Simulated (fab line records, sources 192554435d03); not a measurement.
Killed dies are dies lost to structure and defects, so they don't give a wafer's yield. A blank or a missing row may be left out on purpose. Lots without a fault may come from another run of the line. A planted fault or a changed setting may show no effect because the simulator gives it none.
fab line records | flow n5_finfet
record lots=24 wafers=72 last_day=19
route steps=1938 shown BEOL_M8@1370 BEOL_M9@1403 BEOL_M10@1471
lots that met no fault: from a run of the same line without faults
start_h: hours from the record's first day to the start of the lot's first wafer shown | wait_h: hours since the lot's step before | " the same as in the row above | L1.1+2: a row that stands for several wafers | - no value, or no start given | * or withheld: withheld | < > ~ a bound
route shown NAME@n: a module of which the file shows steps, and the number in the route of the first | usual: mean/standard deviation of fault-free wafers | same: alike in all rows | chamber/n: place in a boat | sites: the reading at each site | _std_site: their standard deviation | _edge_site: outer sites' mean less inner sites' | radius_mm: how far each site lies from the wafer's centre | mask NAME#n: copy n | behind: the tool/chamber that last shaped the wafer | hold: why the lot was held/for how many hours/how that ended | device: the transistor (n, p or np) that didn't switch | end of line: the same wafers' tests at the end of the route | a step without rows: its recipe alone | killed: dies lost to structure and defects at the first sort, not the wafer's yield | map: a wafer's dies, x killed, . not, _ none there
set.NAME: the setting as run; set.NAME@STEP: as run at that earlier step | model.NAME: the simulator's own value behind a step, which no gauge read
steps of the route over a sample of lots; a table a step, a row a wafer
services: from which hour (start_h, from the record's first day; less than 0 if before it) a tool's chamber was out of use, for how many hours, and why
## steps
# step N5_BEOL_M8_ETCH_65
# recipe chemistry=CF4 target=SiARC target_depth_a=156 mask_material=CAR-EUV time_s=26 ion_energy_ev=80 pressure_mtorr=40 source_w=545 bias_w=36 Ar_flow_sccm=100 cf4_flow_sccm=100 ends=cleared
# usual bias_w=35.99/0.1 drypump_motor_current_A=5.47/0.27 etch_rf_on_time_s=25.9/0.71 oes_product_au=0.70/0.083 rf_vpp_V=184.0/1.3 showerhead_plenum_p_Torr=2.14/0.075 throttle_valve_pct=15.47/0.23
# columns lot.wafer tool chamber start_h wait_h bias_w drypump_motor_current_A etch_rf_on_time_s oes_product_au rf_hours_counter_h rf_vpp_V showerhead_plenum_p_Torr throttle_valve_pct
L074.1 rie_diel-04 0 208.63 0.0 35.98 5.54 27.0 0.60 227 184.4 2.12 15.61
L074.2 " 3 " " 35.99 5.22 26.3 0.62 185 184.6 2.12 15.60
L074.6 " 0 " " 35.80 5.54 26.6 0.60 - 185.5 2.12 15.58
L077.2 rie_diel-04 1 224.06 0.0 35.98 5.89 26.3 0.60 220 182.1 2.04 15.68
L077.3 " 2 " " 35.65 5.40 25.6 0.81 12 183.2 2.11 15.16
L077.5 " 2 " " 35.81 5.41 25.5 0.82 - 184.2 2.11 15.14
L075.2 rie_diel-04 3 227.23 0.0 36.03 5.22 26.2 0.62 193 185.5 2.12 15.61
L075.3 " 0 " " 36.00 5.51 27.0 0.59 234 182.9 2.11 15.60
L075.5 " 0 " " 36.09 5.53 27.1 0.59 - 182.7 2.11 15.60
L079.1 rie_diel-04 2 234.22 0.0 35.92 5.41 25.2 0.81 16 183.8 2.11 15.18
L079.3 " 3 " " 36.00 5.21 25.9 0.62 195 182.8 2.12 15.61
L079.4 " 3 " " 36.03 5.22 26.0 0.62 - 183.0 2.12 15.61
L076.3 rie_diel-04 3 234.72 0.0 35.98 5.23 25.8 0.62 196 184.9 2.12 15.61
L076.4 " 3 " " 36.04 5.20 26.0 0.62 - 184.0 2.12 15.62
L076.5 " 2 " " 35.93 5.39 25.2 0.81 - 181.7 2.11 15.16
L078.3 rie_diel-01 1 234.78 0.0 36.00 5.63 26.2 0.57 243 181.7 2.02 15.66
L078.4 " 0 " " 35.79 5.32 27.4 0.58 - 185.1 2.19 15.65
L078.6 " 3 " " 35.95 5.26 25.6 0.73 - 183.1 2.07 15.40
L081.4 rie_diel-03 0 269.48 0.0 36.05 5.82 26.1 0.74 43 185.4 2.17 15.05
L081.5 " 3 " " 36.09 5.43 25.2 0.70 - 183.7 2.15 15.54
L081.6 " 0 " " 36.03 5.84 26.2 0.73 - 185.9 2.17 15.02
L082.1 rie_diel-01 2 269.52 0.0 36.06 5.76 26.6 0.61 211 182.4 2.04 15.80
L082.2 " 0 " " 36.06 5.34 27.4 0.57 242 184.3 2.19 15.67
L082.4 " 3 " " 36.02 5.26 25.7 0.71 - 184.7 2.07 15.45
L083.1 rie_diel-01 2 273.99 0.0 35.96 5.77 26.4 0.62 213 182.5 2.04 15.81
L083.4 " 0 " " 35.97 5.34 27.0 0.58 - 183.4 2.19 15.69
L083.5 " 3 " " 36.13 5.22 25.3 0.71 - 183.1 2.07 15.43
L080.3 rie_diel-03 1 274.04 0.0 35.95 5.85 24.7 0.82 11 183.8 2.20 15.50
L080.4 " 3 " " 36.02 5.44 25.1 0.70 87 183.5 2.15 15.55
L080.5 " 2 " " 35.93 4.92 24.3 0.76 - 184.4 2.27 15.60
L084.4 rie_diel-03 2 276.00 0.0 35.98 4.94 24.7 0.76 51 185.9 2.27 15.62
L084.5 " 3 " " 35.88 5.43 25.3 0.69 - 184.1 2.15 15.55
L084.6 " 0 " " 36.01 5.80 26.2 0.73 - 185.9 2.17 15.04
L085.1 rie_diel-01 3 279.39 0.0 36.13 5.25 25.7 0.71 73 184.4 2.07 15.45
L085.2 " 0 " " 36.13 5.33 27.6 0.57 247 184.7 2.19 15.69
L085.6 " 3 " " 36.06 5.23 25.8 0.71 - 183.5 2.07 15.44
L086.2 rie_diel-04 0 291.22 0.0 35.90 5.52 26.1 0.58 260 183.9 2.11 15.66
L086.3 " 3 " " 36.04 5.20 25.6 0.61 217 185.3 2.11 15.65
L086.4 " 1 " " 36.06 5.90 25.8 0.59 - 183.2 2.03 15.73
L090.1 rie_diel-01 3 304.12 0.0 35.96 5.24 25.7 0.70 83 182.4 2.06 15.48
L090.2 " 1 " " 35.98 5.64 25.7 0.83 4 186.1 2.27 15.18
L090.4 " 3 " " 35.96 5.23 25.4 0.70 - 183.0 2.06 15.48
L087.2 rie_diel-03 0 318.46 0.0 35.99 5.82 25.8 0.72 52 184.3 2.17 15.04
L087.3 " 1 " " 36.06 5.84 24.8 0.80 26 183.5 2.20 15.53
L087.4 " 2 " " 36.04 4.95 24.4 0.74 65 183.4 2.26 15.62
L088.1 rie_diel-01 3 321.29 0.0 36.02 5.23 25.6 0.69 90 183.5 2.06 15.48
L088.3 " 1 " " 36.01 5.64 26.1 0.80 11 186.6 2.27 15.17
L088.5 " 2 " " 36.01 5.76 26.5 0.60 - 182.9 2.03 15.85
L089.2 rie_diel-03 1 324.98 0.0 35.97 5.84 24.9 0.78 29 183.3 2.20 15.54
L089.4 " 2 " " 35.90 4.91 24.9 0.73 67 184.0 2.26 15.63
L089.5 " 3 " " 36.06 5.44 25.5 0.68 - 183.1 2.14 15.58
L091.2 rie_diel-03 3 327.89 0.0 35.91 5.44 25.2 0.68 104 183.6 2.14 15.59
L091.4 " 0 " " 36.16 5.82 25.9 0.72 55 183.7 2.16 15.04
L091.5 " 1 " " 35.93 5.83 24.9 0.78 - 184.0 2.20 15.53
L092.1 rie_diel-01 1 349.97 0.0 35.91 5.63 26.1 0.78 23 187.6 2.26 15.21
L092.2 " 2 " " 35.93 5.81 26.6 0.59 243 183.7 2.03 15.86
L092.3 " 0 " " 35.95 5.34 26.0 0.79 15 185.2 2.18 15.20
L094.2 rie_diel-01 3 363.22 0.0 36.03 5.23 25.8 0.68 104 183.0 2.06 15.54
L094.3 " 1 " " 36.11 5.63 25.7 0.77 27 185.1 2.26 15.20
L094.4 " 2 " " 36.02 5.78 26.4 0.59 248 182.5 2.03 15.87
L097.2 rie_diel-01 1 369.89 0.0 35.94 5.63 26.0 0.76 30 186.0 2.26 15.20
L097.4 " 1 " " 36.06 5.64 26.2 0.76 - 184.9 2.26 15.21
L097.6 " 0 " " 35.98 5.33 25.9 0.77 - 183.6 2.18 15.21
L093.1 rie_diel-04 1 370.20 0.0 35.85 5.90 25.6 0.79 10 183.3 2.28 15.30
L093.2 " 2 " " 36.14 5.42 25.1 0.74 56 183.3 2.09 15.23
L093.4 " 3 " " 36.15 5.23 26.3 0.58 246 181.7 2.10 15.72
L096.2 rie_diel-04 1 376.25 0.0 36.12 5.91 25.4 0.79 12 184.6 2.28 15.29
L096.3 " 0 " " 35.91 5.52 26.8 0.77 21 184.0 2.10 15.17
L096.5 " 3 " " 35.87 5.22 26.1 0.58 - 184.9 2.10 15.73
L095.3 rie_diel-01 1 381.05 0.0 36.04 5.64 25.9 0.77 34 185.4 2.26 15.24
L095.4 " 1 " " 36.05 5.66 25.9 0.76 - 184.5 2.26 15.21
L095.5 " 3 " " 35.71 5.25 26.1 0.67 - 182.7 2.06 15.53
# step N5_BEOL_M9_THK_MEAS_01
# recipe reads=SiCOH_lowk_of_BEOL_M9_ILD_DEP_00
# usual M9_ILD_THK=269/3.8
# columns lot.wafer tool chamber start_h wait_h M9_ILD_THK[nm]
L074.1 film_metro-02 - 212.15 0.4 263
L074.2 " - " " 267
L074.6 " - " " 269
L077.2 film_metro-02 - 228.33 0.4 268
L077.3 " - " " 270
L077.5 " - " " 274
L075.2 film_metro-01 - 232.65 0.7 267
L075.3 " - " " 266
L075.5 " - " " 272
L079.1 film_metro-02 - 237.87 0.4 268
L079.3 " - " " 266
L079.4 " - " " 271
L078.3 film_metro-01 - 238.33 0.3 263
L078.4 " - " " 269
L078.6 " - " " 268
L076.3 film_metro-02 - 239.05 0.5 266
L076.4 " - " " 268
L076.5 " - " " 270
L081.4 film_metro-02 - 272.86 0.2 280
L081.5 " - " " 273
L081.6 " - " " 271
L082.1 film_metro-01 - 273.12 0.4 262
L082.2 " - " " 261
L082.4 " - " " 268
L083.1 film_metro-02 - 277.46 0.4 267
L083.4 " - " " 269
L083.5 " - " " 270
L080.3 film_metro-01 - 277.86 0.3 265
L080.4 " - " " 268
L080.5 " - " " 272
L084.4 film_metro-02 - 279.45 0.2 267
L084.5 " - " " 270
L084.6 " - " " 271
L085.1 film_metro-02 - 284.01 0.4 264
L085.2 " - " " 266
L085.6 " - " " 274
L086.2 film_metro-02 - 296.53 0.7 264
L086.3 " - " " 269
L086.4 " - " " 267
L090.1 film_metro-02 - 307.94 0.4 270
L090.2 " - " " 266
L090.4 " - " " 274
L087.2 film_metro-02 - 322.57 0.4 264
L087.3 " - " " 273
L087.4 " - " " 271
L088.1 film_metro-01 - 325.27 0.8 266
L088.3 " - " " 265
L088.5 " - " " 271
L089.2 film_metro-02 - 329.95 0.4 266
L089.4 " - " " 270
L089.5 " - " " 271
L091.2 film_metro-01 - 331.82 0.4 268
L091.4 " - " " 272
L091.5 " - " " 269
L092.1 film_metro-01 - 355.05 0.4 269
L092.2 " - " " 269
L092.3 " - " " 265
L094.2 film_metro-02 - 368.20 0.4 269
L094.3 " - " " 269
L094.4 " - " " 276
L097.2 film_metro-02 - 375.10 0.4 265
L097.4 " - " " 270
L097.6 " - " " 267
L093.1 film_metro-02 - 375.58 0.4 265
L093.2 " - " " 269
L093.4 " - " " 270
L096.2 film_metro-01 - 380.95 0.4 272
L096.3 " - " " 271
L096.5 " - " " 273
L095.3 film_metro-01 - 385.14 0.3 268
L095.4 " - " " 269
L095.5 " - " " 268
# step N5_BEOL_M9_ETCH_76
# recipe chemistry=N2/H2 target=underlayer target_depth_a=65 mask_material=CAR-EUV time_s=5.2 ion_energy_ev=200 pressure_mtorr=30 source_w=840 bias_w=150 n2_flow_sccm=200 h2_flow_sccm=200 ends=cleared
# usual bias_w=150.1/0.46 drypump_motor_current_A=6.0/0.49 etch_rf_on_time_s=5.19/0.17 oes_product_au=0.66/0.081 rf_vpp_V=523.5/2.5 showerhead_plenum_p_Torr=2.53/0.079 throttle_valve_pct=17.88/0.25
# columns lot.wafer tool chamber start_h wait_h bias_w drypump_motor_current_A etch_rf_on_time_s oes_product_au rf_hours_counter_h rf_vpp_V showerhead_plenum_p_Torr throttle_valve_pct
L074.1 rie_diel-06 3 215.36 0.0 150.4 5.6 4.99 0.62 178 525.3 2.63 18.03
L074.2 " 2 " " 150.4 6.7 5.13 0.61 226 520.6 2.41 18.04
L074.6 " 1 " " 150.0 5.8 5.31 0.64 - 521.4 2.45 17.72
L077.2 rie_diel-02 1 231.50 0.0 150.2 5.7 5.54 0.58 188 525.9 2.63 17.95
L077.3 " 2 " " 149.2 5.8 5.08 0.59 230 524.1 2.51 17.95
L077.5 " 2 " " 150.0 5.9 5.08 0.60 - 522.9 2.51 17.96
L075.2 rie_diel-02 2 236.59 0.0 149.9 5.8 5.08 0.59 232 523.0 2.51 17.96
L075.3 " 3 " " 150.7 6.5 5.27 0.65 127 520.1 2.45 18.15
L075.5 " 2 " " 149.6 5.8 5.10 0.59 - 523.1 2.51 17.99
L079.1 rie_diel-02 0 247.42 0.0 149.7 6.5 5.09 0.62 170 520.7 2.54 18.17
L079.3 " 2 " " 150.1 5.8 5.07 0.59 235 524.1 2.51 17.96
L079.4 " 1 " " 149.8 5.7 5.46 0.58 193 525.8 2.63 17.95
L078.3 rie_diel-06 3 247.59 0.0 150.6 5.6 4.94 0.63 187 524.9 2.63 18.03
L078.4 " 0 " " 149.7 6.4 5.05 0.75 - 523.6 2.58 17.70
L078.6 " 2 " " 150.4 6.7 5.10 0.61 - 519.6 2.40 18.08
L076.3 rie_diel-02 1 247.97 0.0 150.2 5.7 5.45 0.59 193 527.1 2.63 17.93
L076.4 " 2 " " 149.8 5.9 4.98 0.59 235 524.6 2.51 17.97
L076.5 " 2 " " 149.3 5.9 5.01 0.59 - 522.5 2.51 17.99
L082.1 rie_diel-06 3 275.81 0.0 150.2 5.6 5.00 0.61 195 525.1 2.62 18.04
L082.2 " 1 " " 150.2 5.8 5.36 0.63 170 523.6 2.45 17.73
L082.4 " 0 " " 150.0 6.5 5.12 0.74 60 524.2 2.57 17.70
L081.4 rie_diel-02 0 276.15 0.0 150.3 6.5 5.09 0.62 176 522.7 2.54 18.18
L081.5 " 1 " " 150.8 5.7 5.49 0.57 - 527.3 2.63 17.95
L081.6 " 2 " " 150.5 5.8 5.00 0.58 - 521.1 2.51 17.99
L083.1 rie_diel-02 2 281.54 0.0 150.1 5.9 5.03 0.59 245 521.4 2.51 17.99
L083.4 " 1 " " 151.0 5.7 5.52 0.59 202 527.5 2.62 17.97
L083.5 " 0 " " 149.7 6.6 5.14 0.62 - 525.5 2.54 18.18
L080.3 rie_diel-05 2 281.70 0.0 149.2 6.8 5.18 0.80 5 522.7 2.51 17.47
L080.4 " 1 " " 151.0 5.7 5.58 0.57 234 522.4 2.42 18.31
L080.5 " 3 " " 149.5 5.2 5.11 0.61 - 522.3 2.50 17.97
L084.4 rie_diel-05 3 283.69 0.0 149.6 5.2 5.19 0.60 227 524.2 2.50 17.96
L084.5 " 3 " " 150.0 5.2 5.15 0.61 - 523.5 2.50 17.96
L084.6 " 0 " " 150.3 6.0 5.22 0.74 - 525.5 2.59 17.44
L085.1 rie_diel-06 1 287.53 0.0 150.0 5.8 5.34 0.63 171 522.8 2.45 17.73
L085.2 " 3 " " 149.8 5.5 4.96 0.62 196 524.2 2.62 18.04
L085.6 " 1 " " 150.5 5.8 5.30 0.62 - 521.7 2.45 17.73
L086.2 rie_diel-05 1 303.73 0.0 150.7 5.8 5.54 0.57 240 519.9 2.41 18.32
L086.3 " 2 " " 150.0 6.7 5.20 0.79 10 519.6 2.51 17.49
L086.4 " 3 " " 150.4 5.2 5.17 0.60 233 524.0 2.50 17.96
L090.1 rie_diel-05 2 312.44 0.0 149.5 6.7 5.20 0.79 13 521.3 2.51 17.46
L090.2 " 0 " " 150.0 5.9 5.20 0.73 46 525.4 2.59 17.47
L090.4 " 3 " " 150.0 5.2 5.15 0.60 235 522.4 2.50 17.96
L088.1 rie_diel-02 1 327.64 0.0 150.5 5.7 5.51 0.57 217 525.1 2.62 17.97
L088.3 " 2 " " 150.5 5.9 4.89 0.87 1 522.4 2.50 17.63
L088.5 " 3 " " 150.0 6.6 5.23 0.64 - 521.4 2.44 18.23
L087.2 rie_diel-06 0 327.80 0.0 150.0 6.4 5.06 0.71 73 526.0 2.57 17.71
L087.3 " 2 " " 149.3 6.7 4.96 0.86 3 527.9 2.72 17.73
L087.4 " 3 " " 150.3 5.6 4.96 0.60 208 526.5 2.62 18.06
L089.2 rie_diel-05 1 333.20 0.0 149.9 5.7 5.44 0.56 248 520.0 2.41 18.30
L089.4 " 2 " " 150.6 6.7 5.15 0.76 20 521.9 2.51 17.52
L089.5 " 3 " " 150.0 5.2 5.12 0.60 - 524.2 2.50 17.99
L091.2 rie_diel-06 1 334.04 0.0 150.1 5.8 5.44 0.62 184 519.2 2.44 17.76
L091.4 " 3 " " 150.1 5.6 5.00 0.59 210 525.7 2.62 18.07
L091.5 " 3 " " 150.2 5.6 5.06 0.60 - 526.6 2.62 18.06
L092.1 rie_diel-06 2 360.05 0.0 149.9 6.7 4.99 0.82 13 527.3 2.71 17.75
L092.2 " 1 " " 150.1 5.8 5.50 0.60 192 522.3 2.44 17.77
L092.3 " 0 " " 149.7 6.4 5.13 0.71 83 526.9 2.56 17.73
L094.2 rie_diel-06 0 373.07 0.0 150.5 6.4 5.12 0.70 89 522.5 2.56 17.74
L094.3 " 1 " " 150.1 5.8 5.46 0.60 198 521.0 2.44 17.77
L094.4 " 0 " " 149.9 6.4 5.12 0.71 - 524.1 2.56 17.74
L097.2 rie_diel-05 0 379.20 0.0 150.4 6.0 5.16 0.70 70 523.9 2.57 17.51
L097.4 " 3 " " 149.4 5.2 4.91 0.84 - 522.2 2.49 17.62
L097.6 " 0 " " 150.1 6.0 5.14 0.69 - 526.4 2.58 17.48
L093.1 rie_diel-06 3 379.38 0.0 150.5 5.6 5.04 0.59 223 523.9 2.61 18.08
L093.2 " 1 " " 151.2 5.8 5.33 0.60 200 522.7 2.44 17.80
L093.4 " 3 " " 150.7 5.6 5.00 0.60 - 525.2 2.61 18.10
L096.2 rie_diel-05 0 385.06 0.0 149.3 6.0 5.17 0.70 73 523.9 2.57 17.49
L096.3 " 3 " " 150.2 5.2 4.97 0.83 5 521.4 2.49 17.63
L096.5 " 1 " " 150.3 5.7 5.55 0.57 - 520.0 2.41 18.33
L095.3 rie_diel-06 1 388.91 0.0 150.9 5.8 5.42 0.59 203 520.3 2.44 17.80
L095.4 " 2 " " 149.9 6.7 5.00 0.81 14 527.3 2.71 17.77
L095.5 " 2 " " 150.2 6.7 4.99 0.82 - 528.0 2.71 17.69
# step N5_BEOL_M9_SPUTTER_48
# recipe material=Cu target_thk_a=120 temp_c=-20 bias_v=60 power_w=26000 chamber_pressure_pa=0.13 time_s=2
# usual bias_v=60.0/0.62 throttle_valve_pct=29.3/1.2
# columns lot.wafer tool chamber start_h wait_h bias_v throttle_valve_pct
L074.1 pvd_sputter-03 - 218.16 0.1 60.2 28.8
L074.2 " - " " 60.4 29.4
L074.6 " - " " 59.5 28.8
L077.2 pvd_sputter-03 - 235.20 0.2 60.2 29.1
L077.3 " - " " 59.3 29.8
L077.5 " - " " 60.1 29.5
L075.2 pvd_sputter-01 - 241.73 0.1 60.2 30.3
L075.3 " - " " 59.3 28.9
L075.5 " - " " 59.8 28.6
L079.1 pvd_sputter-02 - 249.27 0.1 59.0 30.4
L079.3 " - " " 60.2 30.3
L079.4 " - " " 59.2 28.1
L078.3 pvd_sputter-02 - 249.53 0.1 59.8 27.0
L078.4 " - " " 59.5 30.2
L078.6 " - " " 59.4 26.5
L076.3 pvd_sputter-01 - 250.07 0.2 59.9 28.6
L076.4 " - " " 60.2 29.1
L076.5 " - " " 60.1 28.5
L082.1 pvd_sputter-02 - 277.40 0.1 59.1 30.1
L082.2 " - " " 59.7 28.5
L082.4 " - " " 60.0 26.9
L081.4 pvd_sputter-02 - 277.94 0.1 60.4 28.6
L081.5 " - " " 59.3 30.3
L081.6 " - " " 60.2 30.3
L083.1 pvd_sputter-01 - 283.14 0.1 60.7 28.9
L083.4 " - " " 59.7 30.1
L083.5 " - " " 60.5 28.9
L080.3 pvd_sputter-02 - 283.85 0.1 59.6 26.9
L080.4 " - " " 59.7 30.4
L080.5 " - " " 60.0 30.7
L084.4 pvd_sputter-01 - 287.40 0.1 60.2 28.5
L084.5 " - " " 61.2 30.0
L084.6 " - " " 60.3 28.4
L085.1 pvd_sputter-02 - 289.31 0.2 59.9 28.3
L085.2 " - " " 60.4 30.4
L085.6 " - " " 59.6 28.6
L086.2 pvd_sputter-01 - 305.91 0.2 59.5 30.3
L086.3 " - " " 60.0 28.3
L086.4 " - " " 59.2 29.9
L090.1 pvd_sputter-02 - 314.31 0.1 59.2 30.5
L090.2 " - " " 59.8 30.4
L090.4 " - " " 60.7 26.9
L088.1 pvd_sputter-02 - 329.39 0.1 60.2 28.5
L088.3 " - " " 59.8 26.8
L088.5 " - " " 61.0 30.4
L087.2 pvd_sputter-01 - 329.88 0.1 59.6 28.6
L087.3 " - " " 59.6 30.2
L087.4 " - " " 59.4 28.9
L089.2 pvd_sputter-02 - 335.05 0.1 60.8 30.5
L089.4 " - " " 59.5 28.5
L089.5 " - " " 60.2 30.7
L091.2 pvd_sputter-02 - 336.07 0.1 60.0 28.4
L091.4 " - " " 59.4 26.6
L091.5 " - " " 59.6 30.4
L092.1 pvd_sputter-03 - 362.38 0.2 60.7 29.9
L092.2 " - " " 60.1 29.5
L092.3 " - " " 59.9 29.0
L094.2 pvd_sputter-03 - 375.32 0.2 59.4 29.4
L094.3 " - " " 60.7 29.9
L094.4 " - " " 60.1 29.1
L093.1 pvd_sputter-02 - 381.57 0.2 60.2 30.6
L093.2 " - " " 59.3 30.3
L093.4 " - " " 59.9 26.7
L097.2 pvd_sputter-02 - 381.83 0.2 59.4 30.7
L097.4 " - " " 60.1 30.1
L097.6 " - " " 60.6 28.6
L096.2 pvd_sputter-02 - 386.84 0.2 59.9 30.5
L096.3 " - " " 61.2 26.9
L096.5 " - " " 60.6 26.5
L095.3 pvd_sputter-03 - 390.49 0.1 59.5 29.9
L095.4 " - " " 60.7 29.8
L095.5 " - " " 61.3 29.2
# step N5_BEOL_M10_CURE_71
# recipe temp_c=385 time_s=240 ambient=He/Ar material=SiCOH_lowk
# usual lamp_power_pct=52.31/0.047 wafer_temp_C_max=386.6/0.5
# columns lot.wafer tool chamber start_h wait_h lamp_power_pct wafer_temp_C_max
L074.1 uv_cure-01 2 219.30 0.1 52.30 387.4
L074.2 " 2 " " 52.28 387.2
L074.6 " 2 " " 52.37 386.8
L077.2 uv_cure-01 0 236.38 0.1 52.32 386.8
L077.3 " 0 " " 52.36 386.9
L077.5 " 0 " " 52.28 386.8
L075.2 uv_cure-03 0 242.92 0.1 52.31 386.3
L075.3 " 0 " " 52.33 386.3
L075.5 " 0 " " 52.32 386.6
L079.1 uv_cure-03 1 250.52 0.2 52.28 386.6
L079.3 " 1 " " 52.31 386.2
L079.4 " 1 " " 52.34 386.7
L078.3 uv_cure-01 0 250.81 0.2 52.23 386.6
L078.4 " 0 " " 52.21 387.5
L078.6 " 0 " " 52.27 387.1
L076.3 uv_cure-03 1 251.94 0.2 52.32 386.5
L076.4 " 1 " " 52.29 387.1
L076.5 " 1 " " 52.36 385.9
L082.1 uv_cure-02 1 278.53 0.1 52.35 387.0
L082.2 " 1 " " 52.26 386.2
L082.4 " 1 " " 52.28 386.5
L081.4 uv_cure-02 0 279.32 0.3 52.30 386.0
L081.5 " 0 " " 52.30 386.4
L081.6 " 0 " " 52.26 386.8
L083.1 uv_cure-02 1 284.69 0.0 52.28 386.8
L083.4 " 1 " " 52.35 386.3
L083.5 " 1 " " 52.23 386.5
L080.3 uv_cure-02 2 285.65 0.2 52.40 387.3
L080.4 " 2 " " 52.30 387.2
L080.5 " 2 " " 52.27 386.9
L084.4 uv_cure-01 2 288.86 0.4 52.25 387.5
L084.5 " 2 " " 52.37 388.2
L084.6 " 2 " " 52.33 387.3
L085.1 uv_cure-03 2 290.41 0.0 52.29 387.2
L085.2 " 2 " " 52.25 386.2
L085.6 " 2 " " 52.35 385.9
L086.2 uv_cure-02 1 307.08 0.1 52.24 387.2
L086.3 " 1 " " 52.26 386.4
L086.4 " 1 " " 52.45 386.9
L090.1 uv_cure-01 1 315.61 0.0 52.30 385.6
L090.2 " 1 " " 52.36 386.6
L090.4 " 1 " " 52.24 386.6
L088.1 uv_cure-01 1 330.49 0.0 52.31 385.8
L088.3 " 1 " " 52.33 386.4
L088.5 " 1 " " 52.22 386.0
L087.2 uv_cure-01 1 331.61 0.1 52.31 386.9
L087.3 " 1 " " 52.40 386.8
L087.4 " 1 " " 52.31 386.2
L089.2 uv_cure-03 1 336.26 0.1 52.28 386.7
L089.4 " 1 " " 52.41 386.6
L089.5 " 1 " " 52.38 386.6
L091.2 uv_cure-02 0 337.24 0.1 52.30 386.1
L091.4 " 0 " " 52.31 386.5
L091.5 " 0 " " 52.30 386.6
L092.1 uv_cure-02 1 363.62 0.0 52.33 386.8
L092.2 " 1 " " 52.32 386.5
L092.3 " 1 " " 52.28 386.7
L094.2 uv_cure-03 2 376.73 0.1 52.29 387.1
L094.3 " 2 " " 52.22 386.6
L094.4 " 2 " " 52.34 386.2
L093.1 uv_cure-01 1 382.75 0.0 52.27 386.8
L093.2 " 1 " " 52.30 386.4
L093.4 " 1 " " 52.34 386.3
L097.2 uv_cure-03 0 383.24 0.1 52.35 385.8
L097.4 " 0 " " 52.33 386.0
L097.6 " 0 " " 52.35 386.0
L096.2 uv_cure-01 0 388.04 0.1 52.31 387.2
L096.3 " 0 " " 52.30 386.5
L096.5 " 0 " " 52.33 386.9
L095.3 uv_cure-03 1 392.72 0.9 52.28 386.4
L095.4 " 1 " " 52.35 385.9
L095.5 " 1 " " 52.34 386.1
# step N5_BEOL_M10_CURE_72
# recipe temp_c=370 time_s=120 ambient=DMADMS/He material=SiCOH_lowk
# usual lamp_power_pct=52.31/0.058 wafer_temp_C_max=371.7/0.52
# columns lot.wafer tool chamber start_h wait_h lamp_power_pct wafer_temp_C_max
L074.1 uv_cure-01 0 224.40 0.0 52.32 372.0
L074.2 " 0 " " 52.28 371.7
L074.6 " 0 " " 52.28 372.8
L077.2 uv_cure-03 0 241.95 0.1 52.41 371.4
L077.3 " 0 " " 52.29 371.1
L077.5 " 0 " " 52.30 371.2
L075.2 uv_cure-01 0 248.44 0.1 52.24 371.5
L075.3 " 0 " " 52.31 371.6
L075.5 " 0 " " 52.28 371.2
L079.1 uv_cure-01 0 256.52 0.0 52.31 372.3
L079.3 " 0 " " 52.28 372.5
L079.4 " 0 " " 52.23 372.0
L078.3 uv_cure-03 1 257.07 0.1 52.31 371.1
L078.4 " 1 " " 52.36 371.4
L078.6 " 1 " " 52.41 371.0
L076.3 uv_cure-03 1 257.88 0.1 52.35 371.4
L076.4 " 1 " " 52.29 371.1
L076.5 " 1 " " 52.29 371.3
L082.1 uv_cure-01 2 282.12 0.0 52.29 371.8
L082.2 " 2 " " 52.33 371.9
L082.4 " 2 " " 52.34 371.9
L081.4 uv_cure-02 1 284.13 0.2 52.36 371.0
L081.5 " 1 " " 52.32 372.0
L081.6 " 1 " " 52.40 371.4
L083.1 uv_cure-02 1 291.71 0.0 52.27 371.6
L083.4 " 1 " " 52.30 372.3
L083.5 " 1 " " 52.21 371.9
L080.3 uv_cure-01 2 292.27 0.1 52.34 372.4
L080.4 " 2 " " 52.31 371.7
L080.5 " 2 " " 52.34 371.4
L085.1 uv_cure-01 2 294.48 0.0 52.25 372.6
L085.2 " 2 " " 52.30 372.0
L085.6 " 2 " " 52.33 371.6
L084.4 uv_cure-03 2 294.61 0.3 52.32 371.5
L084.5 " 2 " " 52.29 371.7
L084.6 " 2 " " 52.29 371.7
L086.2 uv_cure-02 1 313.61 0.1 52.21 371.8
L086.3 " 1 " " 52.26 371.0
L086.4 " 1 " " 52.31 371.5
L090.1 uv_cure-01 2 319.04 0.0 52.46 372.4
L090.2 " 2 " " 52.35 372.3
L090.4 " 2 " " 52.17 372.9
L088.1 uv_cure-03 1 334.23 0.0 52.30 371.9
L088.3 " 1 " " 52.30 371.2
L088.5 " 1 " " 52.23 370.9
L087.2 uv_cure-01 0 335.07 0.1 52.38 372.3
L087.3 " 0 " " 52.29 371.9
L087.4 " 0 " " 52.34 372.4
L089.2 uv_cure-03 1 339.67 0.1 52.32 371.8
L089.4 " 1 " " 52.15 371.4
L089.5 " 1 " " 52.31 371.7
L091.2 uv_cure-01 0 341.27 0.1 52.40 371.5
L091.4 " 0 " " 52.35 371.9
L091.5 " 0 " " 52.41 371.7
L092.1 uv_cure-02 1 370.12 0.0 52.27 371.5
L092.2 " 1 " " 52.35 371.2
L092.3 " 1 " " 52.36 371.4
L094.2 uv_cure-02 1 380.34 0.3 52.40 371.6
L094.3 " 1 " " 52.22 372.1
L094.4 " 1 " " 52.42 372.5
L093.1 uv_cure-01 1 389.67 0.0 52.39 371.5
L093.2 " 1 " " 52.31 371.1
L093.4 " 1 " " 52.36 371.0
L097.2 uv_cure-03 1 389.88 0.2 52.21 371.2
L097.4 " 1 " " 52.33 371.7
L097.6 " 1 " " 52.33 371.5
L096.2 uv_cure-03 0 394.17 1.8 52.24 370.9
L096.3 " 0 " " 52.36 371.3
L096.5 " 0 " " 52.31 371.5
L095.3 uv_cure-03 2 397.22 0.9 52.30 371.0
L095.4 " 2 " " 52.28 371.1
L095.5 " 2 " " 52.24 370.8
## services
# columns tool chamber start_h hours kind
uv_cure-02 - 195.46 1.0 pm
rie_diel-05 1 198.10 1.3 repair
uv_cure-01 - 213.00 2.1 pm
rie_diel-06 3 216.58 5.0 repair
rie_diel-04 1 232.60 8.5 repair
rie_diel-01 3 236.72 4.0 repair
rie_diel-06 1 240.99 8.6 repair
rie_diel-01 1 259.55 - clean
rie_diel-01 1 259.55 - consumable_replace:focus_ring
rie_diel-01 1 259.55 - consumable_replace:showerhead
rie_diel-04 2 262.52 29.1 repair
uv_cure-03 - 270.70 6.0 pm
uv_cure-03 - 277.73 9.2 repair
rie_diel-03 0 285.15 18.7 repair
rie_diel-01 0 291.88 - clean
rie_diel-06 1 319.92 6.7 repair
rie_diel-06 3 357.07 4.4 repair
uv_cure-02 - 358.39 5.2 repair
rie_diel-03 2 360.21 3.0 repair
rie_diel-05 2 361.93 29.1 repair
pvd_sputter-01 - 370.77 4.7 repair
uv_cure-01 - 380.65 0.6 repair
uv_cure-02 - 384.53 23.9 repair
uv_cure-01 - 391.19 11.4 repair
## key
fault none
